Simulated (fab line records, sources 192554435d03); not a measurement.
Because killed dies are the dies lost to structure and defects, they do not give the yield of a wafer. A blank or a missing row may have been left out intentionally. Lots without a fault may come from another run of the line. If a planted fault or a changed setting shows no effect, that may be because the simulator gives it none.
fab line records | flow n5_finfet
record: lots: 7 | wafers: 21 | last_day: 19
route steps=1938 shown BEOL_M2@901 BEOL_M4@1111 PASSIVATION@1936
lots that met no fault: taken from a fault-free run of the same line
start_h: start of the lot's first displayed wafer, in hours after the record's first day | wait_h: how many hours have passed since the lot's step before this one | " as in the row above | L1.1+2: a row that stands for several wafers | - no value, or no start given | * or withheld: withheld | < > ~ a bound
route shown NAME@n: NAME is a module with steps in the file, n the number in the route of the first one | usual: mean and standard deviation over wafers with no fault | same: alike in all rows | chamber/n: place in a boat | sites: the reading at each site | _std_site: the standard deviation of these | _edge_site: the outer-site mean with the inner-site mean subtracted | radius_mm: for every site, how far away it sits from the centre of the wafer | mask NAME#n: copy n | behind: the tool/chamber that last shaped the wafer | hold: why the lot was held/for how many hours/how that ended | device: whichever transistor did not switch (one of n, p or np) | end of line: tests of these same wafers at the route's end | a step with no rows: only its recipe | killed: count of dies lost to structure and defects at first sort (not the wafer's yield) | map: the dies of a wafer, with x for killed, . for not killed, _ for no die there
set.NAME: the setting the step ran with; set.NAME@STEP: the setting that earlier step ran with | model.NAME: the simulator's own value behind a step, which no gauge read
lots seen at some steps along the route; tables by step, rows by wafer
services: when a tool's chamber went out of use (start_h, in hours from the record's first day, below 0 if earlier), for how many hours, and the reason
== steps ==
step: N5_BEOL_M2_ALD_84
recipe: material: TaN | target_thk_a: * | temp_c: 275 | ald_precursor_family: PDMAT | ald_co_reactant: NH3 | pressure_torr: 3 | carrier_flow_sccm: 1500 | pulse_time_s: 2 | purge_time_s: 3 | co_reactant_purge_time_s: 2 | co_reactant_pulse_time_s: 3 | ald_cycles: 30 | precursor_vessel_temp_c: 75 | precursor_vessel_pressure_torr: 26.25 | precursor_vessel_carrier_sccm: 1000
step: N5_BEOL_M2_SURFACE_TREAT_85
recipe: gas: Ar | time_s: * | ion_energy_ev: * | ion_current_ma_cm2: 0.5 | pressure_mtorr: * | ar_flow_sccm: 30
usual: throttle_valve_pct: *
lot.wafer | tool           | chamber | start_h | wait_h | throttle_valve_pct
L108.1    | pvd_sputter-01 | -       | 169.07  | 0.3    | *
L108.3    | "              | -       | "       | "      | *
L108.6    | "              | -       | "       | "      | *
L112.2    | pvd_sputter-03 | -       | 182.08  | 0.1    | *
L112.3    | "              | -       | "       | "      | *
L112.6    | "              | -       | "       | "      | *
L113.2    | pvd_sputter-01 | -       | 191.28  | 1.6    | *
L113.4    | "              | -       | "       | "      | *
L113.5    | "              | -       | "       | "      | *
L114.1    | pvd_sputter-03 | -       | 195.06  | 0.2    | *
L114.2    | "              | -       | "       | "      | *
L114.4    | "              | -       | "       | "      | *
L129.1    | pvd_sputter-02 | -       | 280.46  | 0.2    | *
L129.4    | "              | -       | "       | "      | *
L129.5    | "              | -       | "       | "      | *
L128.2    | pvd_sputter-02 | -       | 285.22  | 0.1    | *
L128.3    | "              | -       | "       | "      | *
L128.6    | "              | -       | "       | "      | *
L130.1    | pvd_sputter-02 | -       | 288.10  | 0.2    | *
L130.2    | "              | -       | "       | "      | *
L130.6    | "              | -       | "       | "      | *
step: N5_BEOL_M2_CVD_47
recipe: material: Co | target_thk_a: 30 | temp_c: withheld | precursor: CCTBA/H2 | pressure_torr: 30 | time_s: 223.8
step: N5_BEOL_M2_SPUTTER_48
recipe: material: Cu | target_thk_a: 45 | temp_c: -20 | chamber_pressure_pa: 0.07 | power_w: withheld | time_s: 8.29
step: N5_BEOL_M2_ANNEAL_49
recipe: temp_c: 400 | time_s: 240 | ambient: vacuum
step: N5_BEOL_M2_SPUTTER_79
recipe: material: Cu | target_thk_a: 45 | temp_c: -20 | chamber_pressure_pa: 0.07 | power_w: withheld | time_s: 8.29
step: N5_BEOL_M2_ANNEAL_80
recipe: temp_c: 400 | time_s: 240 | ambient: vacuum
step: N5_BEOL_M2_SPUTTER_81
recipe: material: Cu | target_thk_a: 45 | temp_c: -20 | chamber_pressure_pa: 0.07 | power_w: withheld | time_s: 8.29
usual: throttle_valve_pct: 30.2/0.99
lot.wafer | tool           | chamber | start_h | wait_h | throttle_valve_pct
L108.1    | pvd_sputter-01 | -       | 169.77  | 0.1    | 28.0
L108.3    | "              | -       | "       | "      | 30.2
L108.6    | "              | -       | "       | "      | 29.9
L112.2    | pvd_sputter-03 | -       | 182.74  | 0.1    | 31.7
L112.3    | "              | -       | "       | "      | 30.0
L112.6    | "              | -       | "       | "      | 30.0
L113.2    | pvd_sputter-03 | -       | 192.00  | 0.1    | 30.4
L113.4    | "              | -       | "       | "      | 31.2
L113.5    | "              | -       | "       | "      | 31.6
L114.1    | pvd_sputter-01 | -       | 195.88  | 0.1    | 28.1
L114.2    | "              | -       | "       | "      | 30.1
L114.4    | "              | -       | "       | "      | 30.0
L129.1    | pvd_sputter-01 | -       | 281.22  | 0.1    | 30.0
L129.4    | "              | -       | "       | "      | 30.3
L129.5    | "              | -       | "       | "      | 30.5
L128.2    | pvd_sputter-01 | -       | 285.96  | 0.1    | 30.1
L128.3    | "              | -       | "       | "      | 30.5
L128.6    | "              | -       | "       | "      | 28.3
L130.1    | pvd_sputter-01 | -       | 289.20  | 0.1    | 30.9
L130.2    | "              | -       | "       | "      | 30.5
L130.6    | "              | -       | "       | "      | 30.5
step: N5_BEOL_M2_ANNEAL_82
recipe: temp_c: 400 | time_s: 240 | ambient: vacuum
usual: heater_power_w: 839/81 | susceptor_temp_C: 399.98/0.25
lot.wafer | tool           | chamber | start_h | wait_h | heater_power_w | susceptor_temp_C
L108.1    | pvd_sputter-01 | -       | 169.85  | 0.0    | 830            | 399.75
L108.3    | "              | -       | "       | "      | 726            | 399.33
L108.6    | "              | -       | "       | "      | 715            | 399.74
L112.2    | pvd_sputter-03 | -       | 182.82  | 0.0    | 779            | 400.18
L112.3    | "              | -       | "       | "      | 938            | 399.78
L112.6    | "              | -       | "       | "      | 920            | 399.74
L113.2    | pvd_sputter-03 | -       | 192.08  | 0.0    | 931            | 399.85
L113.4    | "              | -       | "       | "      | 706            | 400.32
L113.5    | "              | -       | "       | "      | 786            | 400.06
L114.1    | pvd_sputter-01 | -       | 195.96  | 0.0    | 853            | 399.46
L114.2    | "              | -       | "       | "      | 833            | 399.92
L114.4    | "              | -       | "       | "      | 729            | 400.02
L129.1    | pvd_sputter-01 | -       | 281.30  | 0.0    | 807            | 399.87
L129.4    | "              | -       | "       | "      | 731            | 400.12
L129.5    | "              | -       | "       | "      | 813            | 399.97
L128.2    | pvd_sputter-01 | -       | 286.04  | 0.0    | 806            | 400.15
L128.3    | "              | -       | "       | "      | 877            | 399.95
L128.6    | "              | -       | "       | "      | 854            | 400.02
L130.1    | pvd_sputter-01 | -       | 289.28  | 0.0    | 877            | 399.74
L130.2    | "              | -       | "       | "      | 830            | 399.84
L130.6    | "              | -       | "       | "      | 860            | 399.95
step: N5_BEOL_M2_SPUTTER_86
recipe: material: Cu | target_thk_a: 45 | temp_c: -20 | chamber_pressure_pa: 0.07 | power_w: withheld | time_s: 8.29
usual: throttle_valve_pct: 30.2/1
lot.wafer | tool           | chamber | start_h | wait_h | throttle_valve_pct
L108.1    | pvd_sputter-01 | -       | 169.99  | 0.1    | 28.2
L108.3    | "              | -       | "       | "      | 30.3
L108.6    | "              | -       | "       | "      | 30.3
L112.2    | pvd_sputter-03 | -       | 182.96  | 0.1    | 31.5
L112.3    | "              | -       | "       | "      | 29.8
L112.6    | "              | -       | "       | "      | 30.1
L113.2    | pvd_sputter-03 | -       | 192.22  | 0.1    | 29.9
L113.4    | "              | -       | "       | "      | 31.2
L113.5    | "              | -       | "       | "      | 31.5
L114.1    | pvd_sputter-01 | -       | 196.10  | 0.1    | 28.1
L114.2    | "              | -       | "       | "      | 30.1
L114.4    | "              | -       | "       | "      | 30.2
L129.1    | pvd_sputter-01 | -       | 281.44  | 0.1    | 30.0
L129.4    | "              | -       | "       | "      | 30.3
L129.5    | "              | -       | "       | "      | 30.1
L128.2    | pvd_sputter-01 | -       | 286.18  | 0.1    | 29.9
L128.3    | "              | -       | "       | "      | 30.6
L128.6    | "              | -       | "       | "      | 27.7
L130.1    | pvd_sputter-01 | -       | 289.42  | 0.1    | 30.9
L130.2    | "              | -       | "       | "      | 30.2
L130.6    | "              | -       | "       | "      | 30.7
step: N5_BEOL_M2_ANNEAL_87
recipe: temp_c: 400 | time_s: 240 | ambient: vacuum
usual: heater_power_w: 840/83 | susceptor_temp_C: 400.02/0.21
lot.wafer | tool           | chamber | start_h | wait_h | heater_power_w | susceptor_temp_C
L108.1    | pvd_sputter-01 | -       | 170.07  | 0.0    | 846            | 400.17
L108.3    | "              | -       | "       | "      | 737            | 400.00
L108.6    | "              | -       | "       | "      | 706            | 400.34
L112.2    | pvd_sputter-03 | -       | 183.04  | 0.0    | 791            | 399.76
L112.3    | "              | -       | "       | "      | 927            | 399.96
L112.6    | "              | -       | "       | "      | 915            | 400.40
L113.2    | pvd_sputter-03 | -       | 192.30  | 0.0    | 940            | 399.65
L113.4    | "              | -       | "       | "      | 716            | 400.01
L113.5    | "              | -       | "       | "      | 810            | 400.16
L114.1    | pvd_sputter-01 | -       | 196.18  | 0.0    | 846            | 399.97
L114.2    | "              | -       | "       | "      | 836            | 400.11
L114.4    | "              | -       | "       | "      | 711            | 400.32
L129.1    | pvd_sputter-01 | -       | 281.52  | 0.0    | 823            | 400.18
L129.4    | "              | -       | "       | "      | 736            | 400.15
L129.5    | "              | -       | "       | "      | 800            | 400.12
L128.2    | pvd_sputter-01 | -       | 286.26  | 0.0    | 809            | 400.03
L128.3    | "              | -       | "       | "      | 881            | 399.93
L128.6    | "              | -       | "       | "      | 846            | 399.64
L130.1    | pvd_sputter-01 | -       | 289.50  | 0.0    | 873            | 400.01
L130.2    | "              | -       | "       | "      | 831            | 400.04
L130.6    | "              | -       | "       | "      | 897            | 399.80
step: N5_BEOL_M2_SPUTTER_88
recipe: material: Cu | target_thk_a: 45 | temp_c: -20 | chamber_pressure_pa: 0.07 | power_w: withheld | time_s: 8.29
step: N5_BEOL_M2_ANNEAL_89
recipe: temp_c: 400 | time_s: 240 | ambient: vacuum
usual: heater_power_w: 839/82 | susceptor_temp_C: 399.98/0.22
lot.wafer | tool           | chamber | start_h | wait_h | heater_power_w | susceptor_temp_C
L108.1    | pvd_sputter-01 | -       | 170.29  | 0.0    | 842            | 399.78
L108.3    | "              | -       | "       | "      | 723            | 400.03
L108.6    | "              | -       | "       | "      | 709            | 400.64
L112.2    | pvd_sputter-03 | -       | 183.26  | 0.0    | -              | -
L112.3    | "              | -       | "       | "      | -              | -
L112.6    | "              | -       | "       | "      | -              | -
L113.2    | pvd_sputter-03 | -       | 192.52  | 0.0    | -              | -
L113.4    | "              | -       | "       | "      | -              | -
L113.5    | "              | -       | "       | "      | -              | -
L114.1    | pvd_sputter-01 | -       | 196.40  | 0.0    | -              | -
L114.2    | "              | -       | "       | "      | -              | -
L114.4    | "              | -       | "       | "      | -              | -
L129.1    | pvd_sputter-01 | -       | 281.74  | 0.0    | 799            | 400.07
L129.4    | "              | -       | "       | "      | 727            | 399.92
L129.5    | "              | -       | "       | "      | 824            | 400.23
L128.2    | pvd_sputter-01 | -       | 286.48  | 0.0    | 819            | 400.18
L128.3    | "              | -       | "       | "      | 895            | 400.05
L128.6    | "              | -       | "       | "      | 818            | 400.17
L130.1    | pvd_sputter-01 | -       | 289.72  | 0.0    | 904            | 399.76
L130.2    | "              | -       | "       | "      | 837            | 400.29
L130.6    | "              | -       | "       | "      | 864            | 399.86
step: N5_BEOL_M2_SPUTTER_90
recipe: material: Cu | target_thk_a: 45 | temp_c: -20 | chamber_pressure_pa: 0.07 | power_w: withheld | time_s: 8.29
step: N5_BEOL_M4_RC_MEAS_101
usual: DIBL_N: 36.6/1.9 | DIBL_P: 36.7/2.2 | IOFF_N: 0.16/0.035 | IOFF_P: 0.22/0.038 | ION_N: 672/14 | ION_P: 462/8.3 | SS_N: 71.6/0.65 | SS_P: 73.5/0.72 | VT_N: 250/3.5 | VT_P: -250/3.1
lot.wafer | tool      | chamber | start_h | wait_h | DIBL_N[mV/V] | DIBL_P[mV/V] | IOFF_N[nA/um] | IOFF_P[nA/um] | ION_N[uA/um] | ION_P[uA/um] | SS_N[mV/dec] | SS_P[mV/dec] | VT_N[mV] | VT_P[mV]
L108.1    | prober-02 | 0       | 202.49  | 0.0    | 36.8         | 35.4         | 0.15          | 0.20          | 691          | 476          | 71.5         | 72.8         | 247      | -249
L108.3    | "         | 0       | "       | "      | 38.0         | 38.1         | 0.18          | 0.23          | 691          | 477          | 71.9         | 72.8         | 248      | -249
L108.6    | "         | 0       | "       | "      | 37.3         | 35.9         | 0.16          | 0.21          | 689          | 472          | 71.9         | 72.7         | 248      | -254
L112.2    | prober-02 | 0       | 223.06  | 0.2    | 40.4         | 41.0         | 0.23          | 0.28          | 669          | 458          | 72.8         | 73.7         | 247      | -247
L112.3    | "         | 0       | "       | "      | 31.4         | 31.7         | 0.08          | 0.14          | 641          | 456          | 70.6         | 72.0         | 259      | -252
L112.6    | "         | 0       | "       | "      | 38.7         | 39.8         | 0.19          | 0.27          | 682          | 472          | 72.1         | 74.0         | 246      | -245
L113.2    | prober-02 | 0       | 226.61  | 0.2    | 34.6         | 34.5         | 0.13          | 0.19          | 665          | 456          | 71.6         | 73.2         | 252      | -251
L113.4    | "         | 0       | "       | "      | 37.6         | 39.3         | 0.20          | 0.27          | 708          | 481          | 72.0         | 75.1         | 247      | -246
L113.5    | "         | 0       | "       | "      | 34.7         | 34.1         | 0.14          | 0.18          | 654          | 457          | 71.1         | 73.0         | 252      | -252
L114.1    | prober-01 | 0       | 236.85  | 0.0    | 38.4         | 38.8         | 0.20          | 0.22          | 678          | 456          | 72.8         | 73.3         | 245      | -251
L114.2    | "         | 0       | "       | "      | 39.2         | 40.2         | 0.22          | 0.25          | 703          | 469          | 71.9         | 73.7         | 246      | -251
L114.4    | "         | 0       | "       | "      | 40.0         | 40.8         | 0.23          | 0.26          | 682          | 458          | 73.2         | 74.5         | 245      | -248
L129.1    | prober-02 | 0       | 319.66  | 0.0    | 36.6         | 36.0         | 0.16          | 0.23          | 682          | 472          | 71.7         | 72.4         | 248      | -246
L129.4    | "         | 0       | "       | "      | 36.7         | 35.6         | 0.17          | 0.23          | 688          | 464          | 71.3         | 73.1         | 247      | -248
L129.5    | "         | 0       | "       | "      | 37.7         | 38.1         | 0.19          | 0.28          | 692          | 478          | 71.9         | 73.1         | 246      | -244
L128.2    | prober-02 | 0       | 326.46  | 0.2    | 37.6         | 36.4         | 0.17          | 0.23          | 691          | 474          | 71.6         | 72.2         | 250      | -249
L128.3    | "         | 0       | "       | "      | 36.2         | 34.1         | 0.14          | 0.19          | 658          | 453          | 71.8         | 72.1         | 253      | -253
L128.6    | "         | 0       | "       | "      | 39.4         | 38.0         | 0.21          | 0.27          | 677          | 462          | 72.8         | 73.4         | 247      | -249
L130.1    | prober-01 | 0       | 327.85  | 0.0    | 39.5         | 41.3         | 0.23          | 0.30          | 693          | 471          | 72.2         | 74.0         | 245      | -245
L130.2    | "         | 0       | "       | "      | 34.9         | 35.8         | 0.13          | 0.19          | 670          | 464          | 71.5         | 73.0         | 251      | -253
L130.6    | "         | 0       | "       | "      | 38.2         | 40.7         | 0.21          | 0.30          | 698          | 471          | 71.8         | 73.9         | 246      | -245
step: N5_PASSIVATION_PROBE_49
usual: defect_limited_yield: 91.6/1.4 | killed_at_M0_to_M3: 35/10 | killed_at_M4_up: 13/4.8 | killed_at_contacts: 12/7.2 | killed_at_front_end: 36/12 | killed_at_other: 4/3.1 | killed_dies: 100/17 | killed_open: 66/13 | killed_short: 32/7.3 | sort_bin_5_function: 5.0/0.94 | sort_bin_6_memory: 3.1/0.67 | sort_bin_8_speed: 0.01/0.047 | sort_n_pass: 1080/17 | sort_yield_pct: 91.6/1.4
same: gross_dies: 1180 | killed_at_back_side: 0 | sort_bin_4_leakage[%]: 0
lot.wafer | tool      | chamber | start_h | wait_h | defect_limited_yield[%] | killed_at_M0_to_M3 | killed_at_M4_up | killed_at_contacts | killed_at_front_end | killed_at_other | killed_dies | killed_open | killed_short | sort_bin_5_function[%] | sort_bin_6_memory[%] | sort_bin_8_speed[%] | sort_n_pass | sort_yield_pct[%]
L108.1    | prober-02 | -       | 311.73  | 0.0    | 90.1                    | 47                 | 24              | 16                 | 29                  | 1               | 117         | 72          | 45           | 6.5                    | 3.1                  | 0                   | 1063        | 90.1
L108.3    | prober-02 | -       | 311.83  | 0.1    | 90.3                    | 51                 | 12              | 21                 | 27                  | 3               | 114         | 77          | 33           | 5.6                    | 3.4                  | 0                   | 1066        | 90.3
L108.6    | prober-02 | -       | 311.98  | 0.3    | 90.3                    | 58                 | 18              | 13                 | 25                  | 0               | 114         | 66          | 41           | 5.8                    | 3.4                  | 0                   | 1066        | 90.3
L112.2    | prober-02 | -       | 356.07  | 0.1    | 89.7                    | 63                 | 7               | 24                 | 23                  | 5               | 122         | 73          | 48           | 5.6                    | 4.4                  | 0                   | 1058        | 89.7
L112.3    | prober-02 | -       | 356.12  | 0.1    | 93.6                    | 21                 | 8               | 29                 | 17                  | 1               | 76          | 52          | 24           | 3.6                    | 2.6                  | 0.25                | 1101        | 93.3
L112.6    | prober-02 | -       | 356.27  | 0.3    | 91.9                    | 24                 | 11              | 33                 | 25                  | 3               | 96          | 68          | 26           | 5.1                    | 3.0                  | 0                   | 1084        | 91.9
L114.1    | prober-01 | -       | 356.78  | 0.0    | 92.5                    | 23                 | 9               | 12                 | 38                  | 7               | 89          | 58          | 30           | 3.9                    | 3.4                  | 0                   | 1091        | 92.5
L114.2    | prober-01 | -       | 356.83  | 0.1    | 91.6                    | 29                 | 20              | 12                 | 36                  | 2               | 99          | 62          | 37           | 4.7                    | 3.6                  | 0                   | 1081        | 91.6
L114.4    | prober-01 | -       | 356.93  | 0.2    | 92.4                    | 25                 | 10              | 9                  | 42                  | 4               | 90          | 57          | 33           | 4.2                    | 3.1                  | 0                   | 1090        | 92.4
L129.1    | prober-01 | -       | 446.15  | 0.0    | 88.9                    | 76                 | 16              | 9                  | 25                  | 5               | 131         | 100         | 31           | 6.9                    | 4.1                  | 0                   | 1049        | 88.9
L129.4    | prober-01 | -       | 446.30  | 0.2    | 92.1                    | 31                 | 14              | 2                  | 41                  | 5               | 93          | 60          | 32           | 4.9                    | 2.7                  | 0                   | 1087        | 92.1
L129.5    | prober-01 | -       | 446.35  | 0.2    | 89.6                    | 34                 | 21              | 10                 | 53                  | 5               | 123         | 83          | 39           | 6.3                    | 4.0                  | 0                   | 1057        | 89.6
L130.1    | prober-02 | -       | 448.75  | 0.0    | 91.2                    | 26                 | 6               | 17                 | 52                  | 3               | 104         | 75          | 29           | 4.6                    | 4.1                  | 0                   | 1076        | 91.2
L130.2    | prober-02 | -       | 448.80  | 0.1    | 89.7                    | 31                 | 21              | 18                 | 46                  | 5               | 121         | 86          | 35           | 6.2                    | 3.8                  | 0                   | 1059        | 89.7
L130.6    | prober-02 | -       | 449.00  | 0.3    | 91.3                    | 43                 | 6               | 22                 | 29                  | 3               | 103         | 67          | 36           | 4.6                    | 4.0                  | 0                   | 1077        | 91.3
killed by level:class
L108.1 BEOL_M0_SAQP:geometric_particle:short=14 BEOL_M4:geometric_particle:open=14 MOL_CONTACT_COAG:geometric_particle:open=13 BEOL_M0_SAQP:geometric_particle:open=13 FIN_SAQP:geometric_particle:open=8 FIN_SAQP:geometric_particle:short=6 BEOL_M3:geometric_particle:open=6 BEOL_M1:geometric_particle:short=5
L108.3 BEOL_M0_SAQP:geometric_particle:open=15 MOL_CONTACT_COAG:geometric_particle:open=14 BEOL_M3:geometric_particle:open=12 BEOL_M0_SAQP:geometric_particle:short=11 MOL_CONTACT_COAG:geometric_particle:short=7 BEOL_M1:geometric_particle:open=6 GATE_CUT:geometric_particle:short=5 BEOL_M2:geometric_particle:open=5
L108.6 BEOL_M0_SAQP:geometric_particle:short=17 BEOL_M2:geometric_particle:open=13 BEOL_M0_SAQP:geometric_particle:open=13 MOL_CONTACT_COAG:geometric_particle:open=10 BEOL_M3:geometric_particle:open=5 BEOL_M4:geometric_particle:open=5 BEOL_M8:geometric_particle:open=5 STARTING-WAFER:geometric_particle:short=5
L112.2 BEOL_M0_SAQP:geometric_particle:short=23 MOL_CONTACT_COAG:geometric_particle:open=20 BEOL_M0_SAQP:geometric_particle:open=13 BEOL_M2:geometric_particle:open=12 STI_FIN_REVEAL:geometric_particle:open=6 BEOL_M1:geometric_particle:open=5 MOL_CONTACT_COAG:geometric_particle:short=4 BEOL_M3:geometric_particle:open=4
L112.3 MOL_CONTACT_COAG:geometric_particle:open=24 BEOL_M0_SAQP:geometric_particle:short=9 BEOL_M0_SAQP:geometric_particle:open=7 MOL_CONTACT_COAG:geometric_particle:short=5 FIN_SAQP:geometric_particle:short=4 STI_FIN_REVEAL:geometric_particle:open=4 BEOL_M2:geometric_particle:short=3 FIN_SAQP:geometric_particle:open=2
L112.6 MOL_CONTACT_COAG:geometric_particle:open=26 STI_FIN_REVEAL:geometric_particle:open=10 BEOL_M2:geometric_particle:open=8 MOL_CONTACT_COAG:geometric_particle:short=7 BEOL_M0_SAQP:geometric_particle:short=6 BEOL_M3:geometric_particle:open=6 FIN_SAQP:geometric_particle:short=5 FIN_SAQP:geometric_particle:open=4
L114.1 MOL_CONTACT_COAG:geometric_particle:open=11 STI_FIN_REVEAL:geometric_particle:open=8 FIN_SAQP:geometric_particle:short=7 BEOL_M0_SAQP:geometric_particle:short=5 BEOL_M1:geometric_particle:open=5 FIN_SAQP:geometric_particle:open=4 DUMMY_GATE:geometric_particle:open=4 BEOL_M0_SAQP:geometric_particle:open=4
L114.2 STI_FIN_REVEAL:geometric_particle:open=17 BEOL_M4:geometric_particle:open=9 MOL_CONTACT_COAG:geometric_particle:open=8 BEOL_M0_SAQP:geometric_particle:short=8 BEOL_M1:geometric_particle:open=8 STARTING-WAFER:geometric_particle:short=4 FIN_SAQP:geometric_particle:open=4 MOL_CONTACT_COAG:geometric_particle:short=4
L114.4 FIN_SAQP:geometric_particle:open=13 BEOL_M0_SAQP:geometric_particle:short=12 STI_FIN_REVEAL:geometric_particle:open=10 BEOL_M0_SAQP:geometric_particle:open=7 MOL_CONTACT_COAG:geometric_particle:open=6 FIN_SAQP:geometric_particle:short=3 MOL_CONTACT_COAG:geometric_particle:short=3 BEOL_M1:geometric_particle:open=3
L129.1 BEOL_M1:geometric_particle:open=33 BEOL_M0_SAQP:geometric_particle:short=10 BEOL_M3:geometric_particle:open=10 BEOL_M0_SAQP:geometric_particle:open=9 MOL_CONTACT_COAG:geometric_particle:open=7 BEOL_M4:geometric_particle:open=7 FIN_SAQP:geometric_particle:open=6 FIN_SAQP:geometric_particle:short=5
L129.4 FIN_SAQP:geometric_particle:short=9 BEOL_M1:geometric_particle:open=9 STI_FIN_REVEAL:geometric_particle:open=8 BEOL_M0_SAQP:geometric_particle:short=5 BEOL_M2:geometric_particle:open=5 BEOL_M4:geometric_particle:open=5 DUMMY_GATE:geometric_particle:open=4 GATE_CUT:geometric_particle:open=4
L129.5 BEOL_M4:geometric_particle:open=14 BEOL_M1:geometric_particle:open=11 FIN_SAQP:geometric_particle:short=10 STI_FIN_REVEAL:geometric_particle:open=10 MOL_CONTACT_COAG:geometric_particle:open=8 FIN_SAQP:geometric_particle:open=7 BEOL_M2:geometric_particle:open=6 STI_FIN_REVEAL:geometric_particle:short=5
L130.1 MOL_CONTACT_COAG:geometric_particle:open=17 STI_FIN_REVEAL:geometric_particle:open=9 FIN_SAQP:geometric_particle:open=8 ILD0:geometric_particle:short=6 BEOL_M1:geometric_particle:open=6 FIN_SAQP:geometric_particle:short=5 DUMMY_GATE:geometric_particle:open=5 BEOL_M2:geometric_particle:open=5
L130.2 MOL_CONTACT_COAG:geometric_particle:open=14 FIN_SAQP:geometric_particle:open=10 STI_FIN_REVEAL:geometric_particle:open=8 BEOL_M1:geometric_particle:open=7 GATE_CUT:geometric_particle:short=7 BEOL_M3:geometric_particle:open=7 BEOL_M4:geometric_particle:open=6 GATE_CUT:geometric_particle:open=4
L130.6 MOL_CONTACT_COAG:geometric_particle:open=15 BEOL_M0:geometric_particle:open=11 BEOL_M0_SAQP:geometric_particle:open=8 MOL_CONTACT_COAG:geometric_particle:short=7 BEOL_M0_SAQP:geometric_particle:short=7 BEOL_M3:geometric_particle:open=6 FIN_SAQP:geometric_particle:short=5 DUMMY_GATE:geometric_particle:open=5
== services ==
tool           | chamber | start_h | hours | kind
pvd_sputter-02 | -       | 168.67  | 3.0   | repair
pvd_sputter-01 | -       | 272.01  | 0.5   | repair
== key ==
first_sign: step: N5_BEOL_M2_ANNEAL_89 | reading: tool_record | direction: missing
effect none on later readings
met_at N5_BEOL_M2_ANNEAL_89
struck_wafers L112.2,L112.3,L112.6,L113.2,L113.4,L113.5,L114.1,L114.2,L114.4
onset_between 170.29 183.26
fault: kind: skipped_step_whole | tool: pvd_sputter-01,pvd_sputter-03 | chamber: - | onset_h: 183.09 | steps: N5_BEOL_M2_ANNEAL_89 | scope: struck_lots_only
